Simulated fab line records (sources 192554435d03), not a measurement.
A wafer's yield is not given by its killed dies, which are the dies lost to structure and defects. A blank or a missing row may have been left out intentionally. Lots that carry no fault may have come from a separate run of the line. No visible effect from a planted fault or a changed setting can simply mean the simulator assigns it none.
The tool behind it: which one? / flow n5Finfet / Sampling: 10 lots, 30 wafers, 4 of 1938 route steps

WHAT THE GAUGES READ, wafer by wafer
N5_BEOL_M14_INSPECT_55: inspects for defects (darkfield). Usual: rawDefectCount at 72, with a standard deviation of 22.
lot=L826; measured=day 12 12:43; on=defectInspect-01; rawDefectCount=60 120 57; flag=
lot=L828; measured=day 13 09:40; on=defectInspect-01; rawDefectCount=58 51 65; flag=
lot=L830; measured=day 13 21:08; on=defectInspect-01; rawDefectCount=70 53 38; flag=
lot=L831; measured=day 13 23:29; on=defectInspect-02; rawDefectCount=68 67 102; flag=
lot=L834; measured=day 14 12:10; on=defectInspect-01; rawDefectCount=48 41 66; flag=
lot=L838; measured=day 16 07:19; on=defectInspect-01; rawDefectCount=66 60 42; flag=
lot=L843; measured=day 17 20:25; on=defectInspect-02; rawDefectCount=94 47 97; flag=
lot=L844; measured=day 17 20:51; on=defectInspect-01; rawDefectCount=41 40 64; flag=
lot=L845; measured=day 18 00:10; on=defectInspect-02; rawDefectCount=75 91 56; flag=
lot=L846; measured=day 18 04:20; on=defectInspect-01; rawDefectCount=91 67 61; flag=

N5_BEOL_M15_CD_MEAS_17: the cd target is 360 nm. Usual: cdNm at 361.1 nm, with a standard deviation of 2.4.
lot=L826; measured=day 12 14:01; on=cdSem-03; cdNm (nm)=364.2 364.0 360.3; flag=
lot=L828; measured=day 13 11:00; on=cdSem-03; cdNm (nm)=361.1 360.0 365.3; flag=
lot=L830; measured=day 13 22:43; on=cdSem-03; cdNm (nm)=360.2 360.4 358.0; flag=
lot=L831; measured=day 14 01:07; on=cdSem-03; cdNm (nm)=360.8 363.2 359.4; flag=
lot=L834; measured=day 14 13:34; on=cdSem-03; cdNm (nm)=361.4 363.3 365.0; flag=
lot=L838; measured=day 16 08:29; on=cdSem-03; cdNm (nm)=361.1 362.2 362.4; flag=
lot=L843; measured=day 17 21:36; on=cdSem-02; cdNm (nm)=362.4 361.2 363.4; flag=
lot=L844; measured=day 17 22:10; on=cdSem-03; cdNm (nm)=358.4 357.2 356.6; flag=
lot=L845; measured=day 18 01:36; on=cdSem-01; cdNm (nm)=359.7 359.2 359.9; flag=
lot=L846; measured=day 18 05:37; on=cdSem-03; cdNm (nm)=358.7 360.2 357.5; flag=

TOOL THAT RAN EACH LOT (tool first, then ch and the chambers of the sampled wafers, then the start)
lot=L826; N5_BEOL_M14_CMP_49=cmp-04 ch 1,2, day 12 12:15; N5_BEOL_M15_STRIP_64=rieDiel-04 ch 2,3, day 12 13:00
lot=L828; N5_BEOL_M14_CMP_49=cmp-03 ch 0,2, day 13 09:13; N5_BEOL_M15_STRIP_64=rieDiel-02 ch 0,1,2, day 13 10:00
lot=L830; N5_BEOL_M14_CMP_49=cmp-02 ch 0,2,3, day 13 20:46; N5_BEOL_M15_STRIP_64=rieDiel-06 ch 2,3, day 13 22:00
lot=L831; N5_BEOL_M14_CMP_49=cmp-02 ch 0,1,2, day 13 23:02; N5_BEOL_M15_STRIP_64=rieDiel-02 ch 1,2,3, day 14 00:00
lot=L834; N5_BEOL_M14_CMP_49=cmp-03 ch 0,3, day 14 11:43; N5_BEOL_M15_STRIP_64=rieDiel-04 ch 2,3, day 14 13:00
lot=L838; N5_BEOL_M14_CMP_49=cmp-04 ch 0,1,3, day 16 06:52; N5_BEOL_M15_STRIP_64=rieDiel-02 ch 0,1,3, day 16 08:00
lot=L843; N5_BEOL_M14_CMP_49=cmp-04 ch 1,2,3, day 17 20:01; N5_BEOL_M15_STRIP_64=rieDiel-04 ch 0,1,3, day 17 21:00
lot=L844; N5_BEOL_M14_CMP_49=cmp-03 ch 0,1,3, day 17 20:24; N5_BEOL_M15_STRIP_64=rieDiel-04 ch 0,1,2, day 17 22:00
lot=L845; N5_BEOL_M14_CMP_49=cmp-02 ch 0,2,3, day 17 23:46; N5_BEOL_M15_STRIP_64=rieDiel-04 ch 0,1,3, day 18 01:00
lot=L846; N5_BEOL_M14_CMP_49=cmp-03 ch 0,3, day 18 03:53; N5_BEOL_M15_STRIP_64=rieDiel-04 ch 0,1, day 18 05:00
- N5_BEOL_M14_CMP_49: polishes, stops on SiO2, t overpolish 5.2 s, target thk 560 nm.
- N5_BEOL_M15_STRIP_64: strips in O2.

AS READ BY THE TOOLS THEMSELVES (means over the sampled wafers that have a number; for cases with no such wafer, the mark the record gives instead)
N5_BEOL_M14_CMP_49. Usual: barrierFieldEndpointS 11.3 s, standard deviation 0.33; motorCurrentA 8.1 A, standard deviation 0.55; overpolishRunS 5.200 s, standard deviation 0.0085; platenRpm 79.99 rpm, standard deviation 0.055; slurryFilterDpKPa 13.49 kPa, standard deviation 0.13; timeToEndpointS 122 s, standard deviation 5.9.
lot=L826; tool=cmp-04; barrierFieldEndpointS (s)=11.3; motorCurrentA (A)=8.9; overpolishRunS (s)=5.215; platenRpm (rpm)=80.01; slurryFilterDpKPa (kPa)=13.51; timeToEndpointS (s)=119; flag=
lot=L828; tool=cmp-03; barrierFieldEndpointS (s)=11.3; motorCurrentA (A)=7.8; overpolishRunS (s)=5.200; platenRpm (rpm)=79.97; slurryFilterDpKPa (kPa)=13.37; timeToEndpointS (s)=124; flag=
lot=L830; tool=cmp-02; barrierFieldEndpointS (s)=11.2; motorCurrentA (A)=8.1; overpolishRunS (s)=5.192; platenRpm (rpm)=80.00; slurryFilterDpKPa (kPa)=13.45; timeToEndpointS (s)=119; flag=
lot=L831; tool=cmp-02; barrierFieldEndpointS (s)=11.1; motorCurrentA (A)=8.1; overpolishRunS (s)=5.200; platenRpm (rpm)=80.02; slurryFilterDpKPa (kPa)=13.60; timeToEndpointS (s)=116; flag=
lot=L834; tool=cmp-03; barrierFieldEndpointS (s)=11.6; motorCurrentA (A)=7.5; overpolishRunS (s)=5.203; platenRpm (rpm)=80.01; slurryFilterDpKPa (kPa)=13.47; timeToEndpointS (s)=127; flag=
lot=L838; tool=cmp-04; barrierFieldEndpointS (s)=11.0; motorCurrentA (A)=8.3; overpolishRunS (s)=5.203; platenRpm (rpm)=79.97; slurryFilterDpKPa (kPa)=13.52; timeToEndpointS (s)=123; flag=
lot=L843; tool=cmp-04; barrierFieldEndpointS (s)=11.4; motorCurrentA (A)=8.2; overpolishRunS (s)=5.196; platenRpm (rpm)=80.00; slurryFilterDpKPa (kPa)=13.59; timeToEndpointS (s)=126; flag=
lot=L844; tool=cmp-03; barrierFieldEndpointS (s)=11.5; motorCurrentA (A)=7.8; overpolishRunS (s)=5.205; platenRpm (rpm)=79.99; slurryFilterDpKPa (kPa)=13.39; timeToEndpointS (s)=125; flag=
lot=L845; tool=cmp-02; barrierFieldEndpointS (s)=11.1; motorCurrentA (A)=8.1; overpolishRunS (s)=5.210; platenRpm (rpm)=80.01; slurryFilterDpKPa (kPa)=13.54; timeToEndpointS (s)=117; flag=
lot=L846; tool=cmp-03; barrierFieldEndpointS (s)=11.5; motorCurrentA (A)=7.7; overpolishRunS (s)=5.204; platenRpm (rpm)=79.96; slurryFilterDpKPa (kPa)=13.43; timeToEndpointS (s)=125; flag=

N5_BEOL_M15_STRIP_64. Usual: for chamberPressureMTorr, 30.002 mTorr with a standard deviation of 0.027; for drypumpMotorCurrentA, 5.8 A with a standard deviation of 0.36; for oesProductAu, 0.82 a.u. with a standard deviation of 0.079; for rfVppV, 3.6 V with a standard deviation of 0.52; for showerheadPlenumPTorr, 2.15 Torr with a standard deviation of 0.069; for tempC, 59.98 C with a standard deviation of 0.13; for throttleValvePct, 16.63 % with a standard deviation of 0.22.
lot=L826; tool=rieDiel-04; chamberPressureMTorr (mTorr)=30.018; drypumpMotorCurrentA (A)=5.4; oesProductAu (a.u.)=0.78; rfVppV (V)=3.9; showerheadPlenumPTorr (Torr)=2.18; tempC (C)=60.02; throttleValvePct (%)=16.72; flag=
lot=L828; tool=rieDiel-02; chamberPressureMTorr (mTorr)=30.003; drypumpMotorCurrentA (A)=5.9; oesProductAu (a.u.)=0.85; rfVppV (V)=3.6; showerheadPlenumPTorr (Torr)=2.14; tempC (C)=60.04; throttleValvePct (%)=16.63; flag=
lot=L830; tool=rieDiel-06; chamberPressureMTorr (mTorr)=29.987; drypumpMotorCurrentA (A)=5.9; oesProductAu (a.u.)=0.77; rfVppV (V)=4.2; showerheadPlenumPTorr (Torr)=2.08; tempC (C)=60.06; throttleValvePct (%)=16.83; flag=
lot=L831; tool=rieDiel-02; chamberPressureMTorr (mTorr)=30.002; drypumpMotorCurrentA (A)=5.7; oesProductAu (a.u.)=0.79; rfVppV (V)=3.1; showerheadPlenumPTorr (Torr)=2.11; tempC (C)=59.97; throttleValvePct (%)=16.77; flag=
lot=L834; tool=rieDiel-04; chamberPressureMTorr (mTorr)=33.016; drypumpMotorCurrentA (A)=5.4; oesProductAu (a.u.)=0.78; rfVppV (V)=3.2; showerheadPlenumPTorr (Torr)=2.15; tempC (C)=59.93; throttleValvePct (%)=16.60; flag=OFF
lot=L838; tool=rieDiel-02; chamberPressureMTorr (mTorr)=30.008; drypumpMotorCurrentA (A)=6.1; oesProductAu (a.u.)=0.82; rfVppV (V)=3.0; showerheadPlenumPTorr (Torr)=2.14; tempC (C)=59.97; throttleValvePct (%)=16.69; flag=
lot=L843; tool=rieDiel-04; chamberPressureMTorr (mTorr)=30.008; drypumpMotorCurrentA (A)=5.8; oesProductAu (a.u.)=0.84; rfVppV (V)=3.2; showerheadPlenumPTorr (Torr)=2.13; tempC (C)=60.01; throttleValvePct (%)=16.56; flag=
lot=L844; tool=rieDiel-04; chamberPressureMTorr (mTorr)=30.029; drypumpMotorCurrentA (A)=5.8; oesProductAu (a.u.)=0.83; rfVppV (V)=3.4; showerheadPlenumPTorr (Torr)=2.16; tempC (C)=60.11; throttleValvePct (%)=16.70; flag=
lot=L845; tool=rieDiel-04; chamberPressureMTorr (mTorr)=29.996; drypumpMotorCurrentA (A)=5.8; oesProductAu (a.u.)=0.84; rfVppV (V)=4.2; showerheadPlenumPTorr (Torr)=2.13; tempC (C)=60.23; throttleValvePct (%)=16.55; flag=
lot=L846; tool=rieDiel-04; chamberPressureMTorr (mTorr)=30.013; drypumpMotorCurrentA (A)=6.1; oesProductAu (a.u.)=0.87; rfVppV (V)=3.4; showerheadPlenumPTorr (Torr)=2.17; tempC (C)=59.94; throttleValvePct (%)=16.63; flag=

THE ANSWER, worked out from the rows above alone
Rule: take the mean of a lot's wafers that have a number; if it is more than 3 standard deviations from the usual mean, the lot is off. A lot without any number at a reading at which 4 lots or more have one is off too. The other lots that the step has rows for count as sound. The gauges are gone through in route order, then the tools' own readings, and for those a lot's mean is taken as printed above. At the first step where some lot is off, the reading lying furthest off is the one used; lots without a number count as furthest.
Off: L834, at N5_BEOL_M15_STRIP_64 (chamberPressureMTorr).
A tool fits if, at that step or a process step before it, it ran every lot that is off, and no sound lot after the first of them. None of those tried fits.

WHAT THE SIMULATOR HAD INSERTED
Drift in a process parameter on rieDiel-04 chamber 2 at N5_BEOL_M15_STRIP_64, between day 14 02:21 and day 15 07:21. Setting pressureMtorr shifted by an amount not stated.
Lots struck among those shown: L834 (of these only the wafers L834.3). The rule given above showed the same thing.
